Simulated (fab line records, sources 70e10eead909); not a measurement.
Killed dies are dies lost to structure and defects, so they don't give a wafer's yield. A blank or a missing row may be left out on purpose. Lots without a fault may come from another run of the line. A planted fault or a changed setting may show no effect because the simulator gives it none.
Chamber matching | flow nand_harc | NHARC_P_M1_PRE_CLEAN_32 on pecvd-03: 3 sister chambers
The step time 12 s. 3 wafers are shown with their chamber, then 12 later ones without.

WAFERS WITH THEIR CHAMBER
wafer  | chamber | heater_power_w (W)
L090.1 | 0       | 540
L090.3 | 1       | 561
L090.4 | 2       | 735

WAFERS WITHOUT THEIR CHAMBER
wafer  | heater_power_w (W)
L091.3 | 585
L091.5 | 578
L091.6 | 576
L092.1 | 681
L092.2 | 579
L092.5 | 575
L095.1 | 788
L095.4 | 551
L095.5 | 802
L097.1 | 593
L097.3 | 745
L097.6 | 603

WHICH CHAMBER EACH WENT THROUGH
wafer  | from the rows above     | in truth
L091.3 | can't be placed: 1 or 0 | 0
L091.5 | can't be placed: 1 or 0 | 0
L091.6 | can't be placed: 1 or 0 | 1
L092.1 | can't be placed: 2 or 1 | 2
L092.2 | can't be placed: 1 or 0 | 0
L092.5 | can't be placed: 1 or 0 | 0
L095.1 | 2                       | 2
L095.4 | can't be placed: 1 or 0 | 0
L095.5 | 2                       | 2
L097.1 | can't be placed: 1 or 0 | 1
L097.3 | 2                       | 2
L097.6 | can't be placed: 1 or 0 | 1
Placed correctly: 3 of 12. Can't be placed from these rows: 9 (the true chamber is among the candidates in 9). Placed wrongly: 0.
How it was worked out, from the rows above alone: a wafer's distance from a chamber is the root of the sum, over the readings, of the square of ((its reading less the chamber's mean) divided by the reading's scatter). The wafer belongs to the nearest chamber; if the next one is less than 2 further off, it can't be placed. A chamber's mean is the mean of its shown wafers. The scatter: with one shown wafer a chamber, the root of the mean of the squares of how far each hidden wafer lies from its nearest shown one.
